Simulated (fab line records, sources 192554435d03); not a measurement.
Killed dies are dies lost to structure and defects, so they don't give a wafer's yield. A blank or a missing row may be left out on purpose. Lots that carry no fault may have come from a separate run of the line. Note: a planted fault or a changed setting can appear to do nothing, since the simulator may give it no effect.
A lot that was struck, set against a sound lot / flow n5 finfet / 15 steps out of a route of 1938
Sound: these wafers, L905.1, L905.2, L905.4. Struck: wafer L900.5; the same lot's L900.2 was not struck, so it is left out; see the end for the cause.
Order at every step that has rows: each side's tool, ch and its chambers, its first start. Under that, the readings that differ: sound wafers / struck wafers / difference of the means / sigmas: that difference in standard deviations of wafers without a fault.
alike: readings with means less than 2 such deviations apart, plus words and numbers identical on both sides. not compared: withheld readings, readings lacking a value on some wafer, bounds such as >300 that could conceal the same value, and numbers that have no deviation in the record and whose values overlap.
A row with sigmas, a row that says differs or no value, or rows on one side alone: a step with any of these is where the two part. Non-overlapping numbers with no deviation appear without sigmas and do not part them. A reading missing from all wafers of one side parts the sides only when that side holds two or more wafers.

first, 2 steps without rows for these wafers: N5_PASSIVATION_DEVELOP_29 (develop time 60 s); N5_PASSIVATION_HARDBAKE_31 (time 120 s).
N5_PASSIVATION_CD_MEAS_30: the cd target is 4000 nm.
  sound on cd sem-01 ch 0, day 18 07:51; struck on cd sem-03 ch 0, day 15 21:50
  alike: cd nm
N5_PASSIVATION_OVL_MEAS_63:
  sound on overlay-01 ch 0, day 18 07:53; struck on overlay-02 ch 0, day 15 21:52
  alike: PAD_OVL
N5_PASSIVATION_INSPECT_64: inspects for defects (macro).
  sound on defect inspect-01 at day 18 07:54; struck on defect inspect-02 at day 15 21:53
  alike: raw defect count
N5_PASSIVATION_DESCUM_32: chemistry O2, time 7.9 s.
  sound on rie diel-01 ch 1,2,3, day 18 08:02; struck on rie diel-05 ch 2, day 15 21:55
  alike: drypump motor current A, oes product au, rf vpp V, showerhead plenum p Torr, throttle valve pct
  not compared: rf hours counter h
N5_PASSIVATION_AL_ETCH_33: etches Al in Cl2/BCl3, stops on TaN, target depth 2800 nm, time 466.7 s.
  sound on rie metal-01 ch 0,1, day 18 08:07; struck on rie metal-01 ch 0, day 15 22:00
reading=bcl3 flow sccm (sccm); sound=60.35 59.88 60.37; struck=59.68; difference=-0.52; sigmas=-3
  alike: drypump motor current A, oes product au, throttle valve pct
  not compared: rf hours counter h
N5_PASSIVATION_ETCH_59: etches TaN in Cl2/BCl3, target depth 65 nm, time 34.9 s.
  sound on rie metal-01 ch 0,1, day 18 08:31; struck on rie metal-01 ch 0, day 15 22:24
  alike: bcl3 flow sccm, drypump motor current A, oes product au, throttle valve pct
  not compared: rf hours counter h
N5_PASSIVATION_STRIP_34: strips in O2.
  sound on rie diel-03 ch 0,1,3, day 18 08:38; struck on rie diel-05 ch 3, day 15 22:31
  alike: drypump motor current A, oes product au, rf vpp V, showerhead plenum p Torr, throttle valve pct
  not compared: rf hours counter h
then, 3 steps without rows for these wafers: N5_PASSIVATION_STRIP_51 (strips in post etch residue remover, time 1200 s); N5_PASSIVATION_CLEAN_69 (cleans in IPA, time 180 s); N5_PASSIVATION_SRD_70 (time 30 s).
N5_PASSIVATION_PECVD_53: deposits SiO2 from TEOS/O2, target thk 800 nm, time 169.4 s.
  sound on pecvd-02 ch 1,2, day 18 09:08; struck on pecvd-02 ch 1, day 15 23:01
reading=run length s (s); sound=197.0 197.4 197.6; struck=204.9; difference=+7.6; sigmas=+15
reading=model.SiO2_of_PASSIVATION_PECVD_53.thk nm (nm); sound=784.6 796.8 801.4; struck=830.2; difference=+35.9; sigmas=
  alike: susceptor temp C
  not compared: since wet clean h
N5_PASSIVATION_PECVD_35: deposits SiNx from SiH4/NH3/N2, target thk 700 nm, time 151.3 s.
  sound on pecvd-02 ch 1,2, day 18 09:18; struck on pecvd-02 ch 1, day 15 23:08
  alike: heater power w, run length s, showerhead plenum p Torr, susceptor temp C, throttle valve pct
  not compared: since wet clean h
N5_PASSIVATION_PROBE_49:
  sound on prober-02 at day 18 13:05; struck on prober-01 at day 16 03:05
reading=defect limited yield (%); sound=91.4 93.6 92.0; struck=87.6; difference=-4.7; sigmas=-3
reading=killed_at_M0_to_M3; sound=22 26 42; struck=53; difference=+23; sigmas=+2
reading=killed at contacts; sound=9 5 10; struck=29; difference=+21; sigmas=+3
reading=killed dies; sound=102 75 94; struck=146; difference=+56; sigmas=+3
reading=killed short; sound=27 22 26; struck=49; difference=+24; sigmas=+3
reading=sort_bin_5_function (%); sound=5.4 4.2 4.1; struck=7.1; difference=+2.5; sigmas=+2
reading=sort_bin_6_memory (%); sound=2.8 2.0 3.5; struck=5.0; difference=+2.2; sigmas=+3
reading=sort n pass; sound=1078 1105 1086; struck=1034; difference=-56; sigmas=-3
reading=sort yield pct (%); sound=91.4 93.6 92.0; struck=87.6; difference=-4.7; sigmas=-3
  alike: killed_at_M4_up, killed at front end, killed at other, killed open

== WHERE THEY PART ==
Last at N5_PASSIVATION_PROBE_49 as far as this record goes, first at N5_PASSIVATION_AL_ETCH_33.

WHY: whatever the simulator had introduced
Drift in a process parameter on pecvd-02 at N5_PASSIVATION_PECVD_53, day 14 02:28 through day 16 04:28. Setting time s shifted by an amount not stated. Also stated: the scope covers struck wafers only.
